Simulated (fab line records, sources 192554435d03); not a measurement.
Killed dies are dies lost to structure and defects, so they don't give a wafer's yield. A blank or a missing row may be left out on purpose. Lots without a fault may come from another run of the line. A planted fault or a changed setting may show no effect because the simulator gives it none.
fab line records | flow n5_finfet
record lots=11 wafers=33 last_day=20
route steps=1938 shown SDB@373 DUMMY_REMOVAL@378 BEOL_M4@1111 PASSIVATION@1936
lots that met no fault: from a run of the same line without faults
start_h: hours from the record's first day to the start of the lot's first wafer shown | wait_h: hours since the lot's step before | " the same as in the row above | L1.1+2: a row that stands for several wafers | - no value, or no start given | * or withheld: withheld | < > ~ a bound
route shown NAME@n: a module of which the file shows steps, and the number in the route of the first | usual: mean/standard deviation of fault-free wafers | same: alike in all rows | chamber/n: place in a boat | sites: the reading at each site | _std_site: their standard deviation | _edge_site: outer sites' mean less inner sites' | radius_mm: how far each site lies from the wafer's centre | mask NAME#n: copy n | behind: the tool/chamber that last shaped the wafer | hold: why the lot was held/for how many hours/how that ended | device: the transistor (n, p or np) that didn't switch | end of line: the same wafers' tests at the end of the route | a step without rows: its recipe alone | killed: dies lost to structure and defects at the first sort, not the wafer's yield | map: a wafer's dies, x killed, . not, _ none there
set.NAME: the setting as run; set.NAME@STEP: as run at that earlier step | model.NAME: the simulator's own value behind a step, which no gauge read
steps of the route over a sample of lots; a table a step, a row a wafer
services: from which hour (start_h, from the record's first day; less than 0 if before it) a tool's chamber was out of use, for how many hours, and why
## steps
# step N5_SDB_ALD_29
# recipe material=SiNx target_thk_a=300 temp_c=400 ald_precursor_family=SiH2I2 ald_co_reactant=N2/H2-plasma pulse_time_s=1 ald_cycles=600 purge_time_s=2 co_reactant_purge_time_s=2 pressure_torr=2
# usual heater_power_w=834/99 precursor_pulse_height_rel=0.998/0.019
# columns lot.wafer tool chamber start_h wait_h heater_power_w precursor_pulse_height_rel
L589.3 ald_sin-03 1 67.42 0.0 900 1.014
L589.4 " 3 68.77 1.4 864 1.008
L589.5 " 2 " " 1035 0.962
L591.1 ald_sin-03 0 77.89 0.0 779 0.969
L591.4 " 3 " " 877 0.986
L591.6 " 3 79.24 1.4 873 1.024
L593.1 ald_sin-01 3 91.34 0.0 845 0.975
L593.3 " 1 " " 744 1.016
L593.4 " 2 " " 864 0.997
L597.3 ald_sin-01 2 114.36 0.0 864 0.981
L597.5 " 0 115.71 1.4 898 1.029
L597.6 " 1 " " 727 1.030
L604.2 ald_sin-01 0 168.76 0.0 902 1.021
L604.4 " 2 " " 866 1.007
L604.5 " 2 170.11 1.4 865 0.992
L605.2 ald_sin-04 3 169.71 0.0 769 1.028
L605.4 " 1 " " 761 1.019
L605.5 " 0 171.06 1.4 672 1.030
L606.1 ald_sin-01 1 181.44 0.0 741 0.962
L606.3 " 2 " " 883 0.992
L606.4 " 3 182.79 1.4 854 0.996
L607.2 ald_sin-01 1 184.21 1.0 728 1.015
L607.3 " 3 " " 852 0.996
L607.4 " 1 185.57 2.3 732 0.992
L608.3 ald_sin-04 3 195.45 0.0 785 0.976
L608.5 " 1 196.80 1.4 773 0.985
L608.6 " 2 " " 726 0.996
L610.1 ald_sin-04 0 203.44 0.0 690 0.989
L610.4 " 1 " " 775 0.990
L610.6 " 3 204.79 1.4 761 1.018
L612.1 ald_sin-04 1 206.89 0.0 767 0.976
L612.2 " 0 " " 686 0.984
L612.6 " 1 208.24 1.4 768 1.012
# step N5_SDB_CMP_30
# recipe stop_on=poly-Si t_overpolish_s=1.54 post_cmp_clean=alkaline_brush down_force_psi=4.1491 platen_rpm=51.796 pad_velocity_m_s=1.0306 target_thk_nm=30
# usual motor_current_A=12.8/1.3 overpolish_run_s=1.539/0.0084 time_to_endpoint_s=17.6/2.2
# same t_overpolish_s=1.54
# columns lot.wafer tool chamber start_h wait_h motor_current_A overpolish_run_s time_to_endpoint_s
L589.4 cmp-02 3 70.15 0.0 11.5 1.532 18.2
L589.3 " 1 " " 10.6 1.531 17.9
L589.5 " 0 " " 15.3 1.534 20.9
L591.1 cmp-03 0 80.62 1.4 12.0 1.521 13.3
L591.4 " 2 " " 12.7 1.550 14.0
L591.6 " 0 " " 12.2 1.548 16.9
L593.1 cmp-03 1 94.11 1.4 13.7 1.549 19.4
L593.4 " 2 " " 13.9 1.533 16.5
L593.3 " 3 " " 13.4 1.547 18.3
L597.3 cmp-04 1 117.21 1.5 12.9 1.537 15.5
L597.5 " 2 " " 10.9 1.555 15.7
L597.6 " 3 " " 12.2 1.525 14.6
L604.2 cmp-04 2 171.55 1.4 11.2 1.542 15.8
L604.4 " 0 " " 13.4 1.527 21.7
L604.5 " 1 " " 13.5 1.540 17.4
L605.4 cmp-03 0 172.52 1.5 12.5 1.544 17.1
L605.2 " 1 " " 13.3 1.534 15.9
L605.5 " 3 " " 13.7 1.525 17.1
L606.1 cmp-04 0 184.17 1.4 13.0 1.558 21.9
L606.3 " 2 " " 11.6 1.554 18.0
L606.4 " 3 " " 12.0 1.530 19.7
L607.4 cmp-04 0 186.98 0.1 13.1 1.549 19.0
L607.3 " 1 " " 13.1 1.532 13.9
L607.2 " 2 " " 10.8 1.535 14.8
L608.3 cmp-03 0 198.27 1.5 12.7 1.547 15.3
L608.6 " 3 " " 13.7 1.526 17.3
L608.5 " 0 " " 12.6 1.537 16.7
L610.4 cmp-04 3 206.21 1.4 12.1 1.547 16.2
L610.1 " 0 " " 13.3 1.552 14.9
L610.6 " 3 " " 11.9 1.537 12.1
L612.2 cmp-02 1 209.66 1.4 10.5 1.542 16.5
L612.1 " 2 " " 14.0 1.539 18.1
L612.6 " 0 " " 16.1 1.541 17.8
# step N5_DUMMY_REMOVAL_STRIP_10
# recipe chemistry=N2/H2 time_s=40 power_w=100 temp_c=40 pressure_mtorr=100 rf_frequency_hz=6e+07 bias_power_w=3 n2_flow_sccm=300 h2_flow_sccm=300
# usual bias_power_w=2.998/0.009 chamber_pressure_mTorr=100.00/0.087 drypump_motor_current_A=6.0/0.55 oes_product_au=0.79/0.082 rf_vpp_V=45.2/0.89 showerhead_plenum_p_Torr=3.38/0.11 throttle_valve_pct=12.34/0.2
# columns lot.wafer tool chamber start_h wait_h bias_power_w chamber_pressure_mTorr drypump_motor_current_A oes_product_au rf_hours_counter_h rf_vpp_V showerhead_plenum_p_Torr throttle_valve_pct
L589.3 rie_diel-03 3 70.54 0.0 2.997 100.02 5.3 0.97 6 45.6 3.46 12.06
L589.4 " 0 " " 3.003 100.12 5.6 0.75 - 45.5 3.36 12.38
L589.5 " 2 " " 3.005 99.90 5.0 0.79 - 45.8 3.53 12.18
L591.1 rie_diel-06 1 81.01 0.0 3.012 100.01 5.2 0.70 212 43.6 3.47 12.41
L591.4 " 2 " " 2.997 100.17 6.4 0.80 117 45.6 3.26 12.23
L591.6 " 0 " " 3.004 100.15 6.4 0.72 - 45.4 3.49 12.56
L593.1 rie_diel-03 2 94.46 0.0 3.004 99.95 5.0 0.78 120 45.4 3.52 12.21
L593.3 " 3 " " 2.999 100.10 5.3 0.95 13 45.5 3.45 12.07
L593.4 " 1 " " 3.014 100.07 6.1 0.76 133 46.0 3.25 11.99
L597.3 rie_diel-01 3 117.50 0.0 2.993 99.84 6.0 0.67 242 46.1 3.32 12.65
L597.5 " 0 " " 2.979 99.85 6.6 0.83 - 45.2 3.28 12.33
L597.6 " 1 " " 2.995 100.03 6.3 0.79 - 46.1 3.39 12.17
L604.2 rie_diel-01 1 171.90 0.0 - - - - - - - -
L604.4 " 2 " " - - - - - - - -
L604.5 " 0 " " - - - - - - - -
L605.2 rie_diel-03 1 172.85 0.0 - - - - - - - -
L605.4 " 2 " " - - - - - - - -
L605.5 " 3 " " - - - - - - - -
L606.1 rie_diel-01 2 184.68 0.0 - - - - - - - -
L606.3 " 3 " " - - - - - - - -
L606.4 " 1 " " - - - - - - - -
L607.2 rie_diel-01 0 187.34 0.0 3.006 100.00 6.6 0.80 90 44.6 3.27 12.40
L607.3 " 3 " " 3.008 100.06 6.0 0.95 5 44.4 3.31 12.04
L607.4 " 1 " " 2.992 99.91 6.3 0.75 140 46.8 3.38 12.22
L608.3 rie_diel-03 0 198.67 0.0 3.004 99.86 5.6 0.72 196 46.4 3.35 12.47
L608.5 " 3 " " 2.994 100.01 5.4 0.89 - 45.7 3.44 12.14
L608.6 " 2 " " 3.011 99.93 5.0 0.76 - 46.0 3.51 12.28
L610.1 rie_diel-01 2 206.61 0.0 2.999 99.98 6.4 0.89 25 46.8 3.59 12.29
L610.4 " 0 " " 2.996 100.15 6.6 0.79 97 45.2 3.27 12.42
L610.6 " 2 " " 2.997 100.03 6.4 0.88 - 46.4 3.59 12.31
L612.1 rie_diel-03 2 210.01 0.0 3.004 100.00 5.0 0.76 153 46.1 3.51 12.29
L612.2 " 3 " " 3.010 100.10 5.4 0.89 46 46.2 3.44 12.15
L612.6 " 2 " " 2.998 99.99 5.0 0.76 - 46.0 3.50 12.31
# step N5_BEOL_M4_RC_MEAS_101
# usual DIBL_N=36.0/1.3 DIBL_P=36.2/1.7 IOFF_N=0.155/0.024 IOFF_P=0.21/0.034 ION_N=674/9 ION_P=463/7.1 SS_N=71.4/0.5 SS_P=73.4/0.57 VT_N=250.0/2.8 VT_P=-251/3.2
# columns lot.wafer tool chamber start_h wait_h DIBL_N[mV/V] DIBL_P[mV/V] IOFF_N[nA/um] IOFF_P[nA/um] ION_N[uA/um] ION_P[uA/um] SS_N[mV/dec] SS_P[mV/dec] VT_N[mV] VT_P[mV]
L589.3 prober-01 0 211.10 0.3 34.4 34.2 0.113 0.17 654 457 70.8 72.5 255.3 -254
L589.4 " 0 " " 32.8 32.1 0.097 0.14 654 454 70.5 72.9 255.2 -256
L589.5 " 0 " " 34.7 34.6 0.123 0.18 664 460 71.1 73.6 254.6 -253
L591.1 prober-01 0 249.90 0.0 35.8 35.3 0.143 0.18 675 457 71.1 72.9 250.7 -252
L591.4 " 0 " " 35.7 35.4 0.144 0.19 675 458 70.8 73.4 251.6 -252
L591.6 " 0 " " 37.3 37.0 0.171 0.20 680 459 71.6 73.3 249.7 -251
L593.1 prober-01 0 258.53 0.0 36.0 37.6 0.164 0.23 681 467 71.3 73.5 247.5 -249
L593.3 " 0 " " 36.1 37.5 0.170 0.24 684 474 71.3 72.8 249.1 -248
L593.4 " 0 " " 35.8 36.5 0.153 0.21 684 473 71.1 73.8 250.3 -250
L597.3 prober-02 0 275.80 0.3 36.0 37.5 0.157 0.21 672 459 71.7 73.4 250.7 -251
L597.5 " 0 " " 35.0 35.7 0.144 0.18 667 452 71.4 73.0 251.3 -252
L597.6 " 0 " " 35.2 36.4 0.153 0.19 678 462 70.7 74.2 250.9 -251
L607.2 prober-02 0 296.02 0.2 38.0 38.1 0.182 0.29 677 472 71.6 74.0 249.0 -244
L607.3 " 0 " " 38.5 38.8 0.194 0.30 677 472 72.2 74.7 250.4 -244
L607.4 " 0 " " 37.6 37.3 0.169 0.27 682 474 71.2 73.8 250.2 -244
L608.3 prober-01 0 327.52 0.3 36.7 36.2 0.164 0.24 680 473 72.1 73.5 250.9 -246
L608.5 " 0 " " 37.5 37.5 0.180 0.26 683 476 72.1 74.1 251.2 -246
L608.6 " 0 " " 36.4 36.1 0.156 0.23 680 472 72.2 73.3 250.9 -247
L612.1 prober-01 0 347.71 0.0 35.7 34.9 0.135 0.20 676 464 70.9 73.0 251.9 -251
L612.2 " 0 " " 34.8 34.3 0.120 0.19 668 464 71.0 72.4 255.6 -249
L612.6 " 0 " " 34.3 34.5 0.121 0.19 664 464 70.4 72.5 253.3 -250
L610.1 prober-01 0 373.59 0.0 34.7 32.5 0.112 0.16 663 452 71.0 73.3 256.1 -255
L610.4 " 0 " " 35.3 34.4 0.135 0.18 673 460 70.2 72.5 253.0 -251
L610.6 " 0 " " 35.4 33.5 0.127 0.17 668 458 70.6 72.5 254.5 -253
# step N5_PASSIVATION_PROBE_49
# usual killed_at_M0_to_M3=37/12 killed_at_M4_up=15/5.6 killed_at_contacts=13/6.9 killed_at_front_end=40/11 killed_at_other=4/3.2 killed_dies=109/20 killed_on_rim=14/4.3 killed_open=73/15 killed_short=35/8.3
# same gross_dies=1180 killed_at_back_side=0
# columns lot.wafer tool chamber start_h wait_h killed_at_M0_to_M3 killed_at_M4_up killed_at_contacts killed_at_front_end killed_at_other killed_dies killed_on_rim killed_open killed_short
L604.2 prober-02 - 424.92 0.1 27 25 8 1116 4 1180 152 65 38
L604.4 prober-02 - 425.02 0.2 43 16 7 1113 1 1180 152 96 37
L604.5 prober-02 - 425.07 0.2 26 18 6 1127 3 1180 152 54 30
L606.1 prober-01 - 431.19 0.0 20 26 16 1111 7 1180 152 80 33
L606.3 prober-01 - 431.29 0.1 24 21 9 1124 2 1180 152 57 37
L606.4 prober-01 - 431.34 0.2 48 10 8 1112 2 1180 152 81 38
# killed by level:class
L604.2 DUMMY_REMOVAL:area_strip=945 FIN_SAQP:unspecified=132 FIN_SAQP:geometric_particle:short=14 BEOL_M4:geometric_particle:open=14 DUMMY_GATE:geometric_particle:open=7 MOL_CONTACT_COAG:geometric_particle:open=7 BEOL_M2:geometric_particle:open=7 BEOL_M4:geometric_particle:short=6
L604.4 DUMMY_REMOVAL:area_strip=939 FIN_SAQP:unspecified=107 FIN_SAQP:geometric_particle:short=17 STI_FIN_REVEAL:geometric_particle:open=14 BEOL_M0_SAQP:geometric_particle:open=13 FIN_SAQP:geometric_particle:open=12 BEOL_M2:geometric_particle:open=12 BEOL_M4:geometric_particle:open=9
L604.5 DUMMY_REMOVAL:area_strip=964 FIN_SAQP:unspecified=132 BEOL_M4:geometric_particle:open=10 FIN_SAQP:geometric_particle:open=7 BEOL_M3:geometric_particle:open=7 BEOL_M0_SAQP:geometric_particle:short=6 BEOL_M0_SAQP:geometric_particle:open=6 MOL_CONTACT_COAG:geometric_particle:open=5
L606.1 DUMMY_REMOVAL:area_strip=1067 MOL_CONTACT_COAG:geometric_particle:open=13 STI_FIN_REVEAL:geometric_particle:open=9 BEOL_M4:geometric_particle:open=9 FIN_SAQP:geometric_particle:open=7 FIN_SAQP:geometric_particle:short=6 BEOL_M3:geometric_particle:open=6 BEOL_M5:geometric_particle:open=6
L606.3 DUMMY_REMOVAL:area_strip=1086 BEOL_M4:geometric_particle:open=15 FIN_SAQP:geometric_particle:open=12 FIN_SAQP:geometric_particle:short=7 MOL_CONTACT_COAG:geometric_particle:open=6 BEOL_M0_SAQP:geometric_particle:short=6 BEOL_M0_SAQP:geometric_particle:open=5 STI_FIN_REVEAL:geometric_particle:open=4
L606.4 DUMMY_REMOVAL:area_strip=1060 FIN_SAQP:geometric_particle:open=18 FIN_SAQP:geometric_particle:short=15 BEOL_M0_SAQP:geometric_particle:open=11 BEOL_M0_SAQP:geometric_particle:short=10 STI_FIN_REVEAL:geometric_particle:open=7 MOL_CONTACT_COAG:geometric_particle:open=7 BEOL_M1:geometric_particle:open=7
## services
# columns tool chamber start_h hours kind
cmp-04 - 48.02 4.8 pm
cmp-03 - 49.87 13.9 repair
ald_sin-03 1 54.80 2.8 repair
rie_diel-03 - 56.58 0.7 repair
ald_sin-03 0 58.77 9.0 repair
rie_diel-03 1 63.66 28.1 repair
ald_sin-01 3 69.84 2.9 repair
cmp-02 - 75.15 0.4 repair
rie_diel-01 0 75.90 1.5 repair
ald_sin-04 - 85.25 14.0 pm
cmp-02 - 85.64 1.9 repair
ald_sin-01 - 102.83 2.8 pm
cmp-03 - 111.54 5.5 pm
ald_sin-04 - 113.38 14.6 pm
ald_sin-03 - 114.15 3.6 repair
cmp-03 - 117.19 1.3 repair
ald_sin-01 - 119.33 4.3 pm
cmp-04 - 128.60 1.1 repair
ald_sin-04 - 133.53 6.0 pm
cmp-03 - 137.22 3.4 repair
ald_sin-01 - 143.33 14.6 pm
rie_diel-03 1 174.81 17.2 repair
cmp-03 - 189.93 0.7 repair
cmp-04 - 196.76 2.9 repair
## key
first_sign step=N5_DUMMY_REMOVAL_STRIP_10 reading=tool_record direction=missing
effect step=N5_PASSIVATION_PROBE_49 reading=killed_at_front_end direction=up sigmas=94 usual=40 struck=1117
more_kills_born_at N5_DUMMY_REMOVAL_STRIP_10@rie_diel-01=6063
met_at N5_DUMMY_REMOVAL_STRIP_10
struck_lots L604,L605,L606
rows_end L605.2,L605.4,L605.5
later_rows_left_out L604.2,L604.4,L604.5,L606.1,L606.3,L606.4
tester_left_out L604,L606
not_acting_at N5_SDB_ALD_29,N5_SDB_CMP_30
onset_between 117.50 171.90
earlier_fault kind=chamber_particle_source tool=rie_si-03 chamber=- onset_h=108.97 steps=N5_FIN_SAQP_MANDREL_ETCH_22 rate_per_visit_cm2=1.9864 until_the_next_wet_clean=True
fault kind=skipped_step_whole tool=rie_diel-01,rie_diel-03 chamber=- onset_h=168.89 steps=N5_DUMMY_REMOVAL_STRIP_10 scope=struck_lots_only
# tester_left_out: of these lots the tester's yield and bins aren't shown, on N5 and GAA mostly nor the transistor test; their killed dies are dies lost to structure and defects alone, not to doping, threshold or leakage, so they don't give the yield
# later_rows_left_out: the simulator's readings of these wafers behind a module that went badly wrong aren't trusted and aren't shown, but for the sort
# rows_end: these wafers met a further fault down the route, and their rows from its step on are left out
